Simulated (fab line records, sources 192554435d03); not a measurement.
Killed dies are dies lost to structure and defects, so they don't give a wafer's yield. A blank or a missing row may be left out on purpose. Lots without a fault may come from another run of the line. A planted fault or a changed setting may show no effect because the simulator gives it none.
Problem report in the 8D (eight disciplines) form, filled by code | flow n5_finfet | the parts of the form that need people (team, actions taken, sign-off) are left out

1. THE PROBLEM
oes_product_au at N5_BEOL_M7_VIA_ETCH_34 reads a mean of 0.29 a.u. on 1 wafer of 1 lot; wafers without a fault read 0.78 a.u. with a standard deviation of 0.072. That is -6.8 standard deviations from the usual mean.
The step: etches SiCOH lowk in C4F6/O2, target depth 125.5 nm, time 50.5 s.
First seen on wafer L257.6, day 14 03:39, on rie_diel-06. The record holds 22 wafers of 8 lots with a number at this step. Rule for "out", or "out of limits": more than 4 standard deviations from the usual mean. The other wafers with a number count as sound.

2. WHAT IT IS AND WHAT IT IS NOT
question                    | is                     | is not
which readings at this step | oes_product_au         | chamber_pressure_mTorr, drypump_motor_current_A, oes_f_703_au, rf_vpp_V, showerhead_plenum_p_Torr, throttle_valve_pct
which lots                  | L257                   | L239, L240, L243, L250, L252, L261, L262
which wafers of those lots  | all that have a number | -
read on which tools         | rie_diel-06            | rie_diel-02, rie_diel-05
when                        | from day 14 03:39      | up to then (15 sound wafers); but 6 sound wafers of L261, L262 came after

3. SUSPECTS, AND WHAT RULES EACH OUT
Counting: a tool at a process step up to the reading stays a suspect if it ran every lot that is out and no sound lot after the first of them.
- pvd_sputter-01 at N5_BEOL_M7_HM_DEP_02 (deposits TiN, target thk 20 nm): kept. It ran the lot that is out, L257 (day 14 00:01), and no sound lot after that; its last sound lot up to then is L243 (day 10 14:54).
- rie_diel-06 at N5_BEOL_M7_ETCH_65 (etches SiARC in CF4, target depth 15.6 nm, time 26 s): ruled out as a lasting fault. Sound lots L261 ran on it after its first lot that is out, L257 (day 14 03:31).
- rie_diel-06 at N5_BEOL_M7_ETCH_66 (etches SOC in N2/H2, target depth 80 nm, overetch 16 nm, time 120 s): ruled out as a lasting fault. Sound lots L261 ran on it after its first lot that is out, L257 (day 14 03:34).
- rie_diel-06 at N5_BEOL_M7_VIA_ETCH_34 (etches SiCOH lowk in C4F6/O2, target depth 125.5 nm, time 50.5 s): ruled out as a lasting fault. Sound lots L261 ran on it after its first lot that is out, L257 (day 14 03:39).
Left after counting: pvd_sputter-01 at N5_BEOL_M7_HM_DEP_02.

4. THE CAUSE (what the simulator had put in)
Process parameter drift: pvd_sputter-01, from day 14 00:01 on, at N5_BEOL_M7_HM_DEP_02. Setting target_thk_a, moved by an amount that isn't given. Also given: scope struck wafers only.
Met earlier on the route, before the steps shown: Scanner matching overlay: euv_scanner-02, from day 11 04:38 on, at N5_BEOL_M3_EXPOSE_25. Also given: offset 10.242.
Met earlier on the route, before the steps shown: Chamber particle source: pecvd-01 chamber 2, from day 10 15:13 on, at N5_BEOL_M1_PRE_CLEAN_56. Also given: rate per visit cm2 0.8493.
Counting left only this tool.

5. THE CHAIN OF EFFECTS, in route order
Each row: a reading whose mean over the struck wafers that have a number lies more than 3 standard deviations from the usual. Only readings for which the record gives a usual standard deviation are gone through. hours: the time from each lot's start at the first step in this table that gives one to its start at this step, as a median over the lots. sigmas: the change in usual standard deviations.
hours | step                    | reading              | usual     | on struck wafers | change | sigmas
0     | N5_BEOL_M7_VIA_ETCH_34  | oes_product_au       | 0.78 a.u. | 0.29             | -0.49  | -6.8
99    | N5_PASSIVATION_PROBE_49 | defect_limited_yield | 91.2 %    | 0.0              | -91.2  | -61
99    | N5_PASSIVATION_PROBE_49 | killed_at_M0_to_M3   | 32        | 105              | +73    | +7.6
99    | N5_PASSIVATION_PROBE_49 | killed_at_M4_up      | 13        | 1001             | +988   | +99 or more
99    | N5_PASSIVATION_PROBE_49 | killed_dies          | 103       | 1180             | +1077  | +63
99    | N5_PASSIVATION_PROBE_49 | killed_on_rim        | 14        | 152              | +138   | +31
99    | N5_PASSIVATION_PROBE_49 | sort_bin_5_function  | 5.2 %     | 92.9             | +87.7  | +93
99    | N5_PASSIVATION_PROBE_49 | sort_n_pass          | 1077      | 0                | -1077  | -63
99    | N5_PASSIVATION_PROBE_49 | sort_yield_pct       | 91.2 %    | 0.0              | -91.2  | -61
The process steps in it:
- N5_BEOL_M7_VIA_ETCH_34: etches SiCOH lowk in C4F6/O2, target depth 125.5 nm, time 50.5 s.
- N5_PASSIVATION_PROBE_49
Readings that are blank on the struck wafers while sound wafers have them: trench_depth_nm at N5_BEOL_M7_OCD_MEAS_38; cd_nm at N5_BEOL_M7_CD_MEAS_35.

6. WHAT WOULD HAVE CAUGHT IT SOONER
In this record the first reading out of limits was taken at day 14 03:39, 4 hours after the fault began at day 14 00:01.
Of the tool readings at N5_BEOL_M7_HM_DEP_02 for which the record gives a usual standard deviation, none was out on any struck wafer, so an alarm limit of 4 standard deviations on them would not have fired.
All the lots that are out (1) had begun N5_BEOL_M7_HM_DEP_02 on pvd_sputter-01 by day 14 03:39. A hold on the tool at that time would have spared none of them.
